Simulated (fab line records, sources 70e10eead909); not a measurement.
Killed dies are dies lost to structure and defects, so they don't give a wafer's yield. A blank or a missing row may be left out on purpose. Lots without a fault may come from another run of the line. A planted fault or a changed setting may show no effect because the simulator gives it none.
Which tool did it? | flow nand_harc | 24 lots, 72 wafers sampled, at 1 step of a route of 1159

WHAT THE GAUGES READ, wafer by wafer
NHARC_A_CHANNEL_HOLE_D1_CD_MEAS_30.
lot  | measured     | on        | cd_nm (nm)
L075 | day 8 13:39  | cd_sem-02 | 91.7 91.5 91.2
L074 | day 8 15:17  | cd_sem-03 | 88.5 88.2 88.7
L077 | day 8 21:01  | cd_sem-03 | 89.0 91.4 91.3
L076 | day 9 07:53  | cd_sem-01 | 89.0 90.1 86.4
L078 | day 9 16:14  | cd_sem-01 | 91.1 90.7 90.9
L080 | day 9 17:13  | cd_sem-03 | 89.9 87.8 88.0
L079 | day 9 20:23  | cd_sem-03 | 91.8 90.7 90.6
L081 | day 10 09:40 | cd_sem-02 | 90.0 90.4 90.8
L083 | day 10 13:58 | cd_sem-01 | 91.7 90.9 90.5
L082 | day 10 14:02 | cd_sem-03 | 90.3 89.8 89.4
L084 | day 11 01:52 | cd_sem-03 | 91.7 90.3 91.7
L085 | day 11 02:40 | cd_sem-02 | 87.4 91.2 87.9
L087 | day 11 10:28 | cd_sem-01 | 87.9 89.6 89.5
L086 | day 11 11:41 | cd_sem-02 | 92.6 89.3 91.1
L088 | day 11 22:55 | cd_sem-03 | 89.3 88.1 87.2
L090 | day 12 08:26 | cd_sem-01 | 89.3 88.6 87.8
L089 | day 12 08:57 | cd_sem-01 | 89.1 90.5 89.3
L091 | day 12 17:35 | cd_sem-02 | 87.3 89.2 88.8
L092 | day 13 03:07 | cd_sem-03 | 91.5 91.0 88.7
L094 | day 13 11:19 | cd_sem-01 | 90.0 90.1 90.7
L093 | day 13 12:20 | cd_sem-02 | 91.3 90.7 89.6
L095 | day 13 16:22 | cd_sem-02 | 91.6 89.2 92.6
L096 | day 13 23:19 | cd_sem-01 | 90.2 93.6 89.0
L097 | day 14 15:32 | cd_sem-03 | 89.0 90.1 89.8

WHICH TOOL RAN EACH LOT (tool, then ch and the chambers of the sampled wafers, then the start)
The record holds no process step before these readings.

WHAT THE TOOLS THEMSELVES READ (means of the sampled wafers that have a number; where no wafer has one, the mark that the record gives instead)
The record holds no such reading with a usual standard deviation.

THE ANSWER, worked out from the rows above alone
Rule: what is usual is taken from the lots themselves. Put in order of their means at a reading, lots are off if they are a third of the lots or fewer, leave a main group of 4 or more, and stand apart from it by a gap of 3 or more times the standard deviation of the main group's means; of several such gaps the widest counts. A main group whose means are all the same, to the digits that the tables above print for the reading, isn't used. A lot without any number at a reading at which 4 lots or more have one is off too. The other lots that the step has rows for count as sound. The gauges are gone through in route order, then the tools' own readings, and for those a lot's mean is taken as printed above. The first step at which some lot is off is used, and at that step the reading that is off furthest; a lot without a number counts as furthest.
No lot is off at any reading shown: from this, nothing can be told.

WHAT THE SIMULATOR HAD PUT IN
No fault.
